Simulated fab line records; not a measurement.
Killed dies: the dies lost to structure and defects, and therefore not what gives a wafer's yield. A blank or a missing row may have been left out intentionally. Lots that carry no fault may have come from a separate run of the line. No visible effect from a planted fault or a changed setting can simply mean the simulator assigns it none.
Chamber matching + flow n5 finfet + N5_BEOL_M7_CMP_52 on cmp-04: 4 sister chambers
The step polishes, stops on SiCOH lowk, t overpolish 6.9 s, target thk 80 nm. 4 wafers are shown with their chamber, then 11 later ones without.

WAFERS PAIRED WITH THEIR CHAMBERS
| wafer  | chamber | motor current A (A) |
|--------|---------|---------------------|
| L083.1 | 3       | 5.8                 |
| L083.6 | 0       | 6.4                 |
| L082.5 | 1       | 6.6                 |
| L088.3 | 2       | 5.5                 |

WAFERS WHOSE CHAMBER IS MISSING
| wafer  | motor current A (A) |
|--------|---------------------|
| L088.5 | 5.9                 |
| L088.6 | 5.8                 |
| L087.3 | 6.0                 |
| L087.4 | 5.7                 |
| L087.6 | 6.2                 |
| L097.1 | 5.9                 |
| L097.2 | 6.6                 |
| L097.6 | 6.6                 |
| L095.1 | 6.2                 |
| L095.4 | 5.5                 |
| L095.6 | 5.3                 |

WHICH CHAMBER EACH WENT THROUGH
| wafer  | from the rows above          | in truth                   |
|--------|------------------------------|----------------------------|
| L088.5 | 3                            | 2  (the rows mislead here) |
| L088.6 | 3                            | 3                          |
| L087.3 | can't be placed: 3 or 0      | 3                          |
| L087.4 | can't be placed: 3 or 2      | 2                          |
| L087.6 | can't be placed: 0 or 1 or 3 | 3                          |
| L097.1 | 3                            | 3                          |
| L097.2 | can't be placed: 1 or 0      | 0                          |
| L097.6 | can't be placed: 1 or 0      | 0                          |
| L095.1 | can't be placed: 0 or 1 or 3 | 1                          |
| L095.4 | 2                            | 2                          |
| L095.6 | 2                            | 2                          |
Placed correctly: 4 of 11. Not placeable from these rows: 6 (in 6, the candidates include the true chamber). Placed wrongly: 1.
How it was worked out, from the rows above alone: a wafer's distance from a chamber is the root of the sum, over the readings, of the square of ((its reading less the chamber's mean) divided by the reading's scatter). If the next closest chamber is less than 2 further off than the closest, the wafer can't be placed; otherwise it belongs to the closest. A chamber's mean is the mean of its shown wafers. The scatter: root of mean squared gap, hidden wafer to nearest shown wafer, with one shown wafer a chamber.
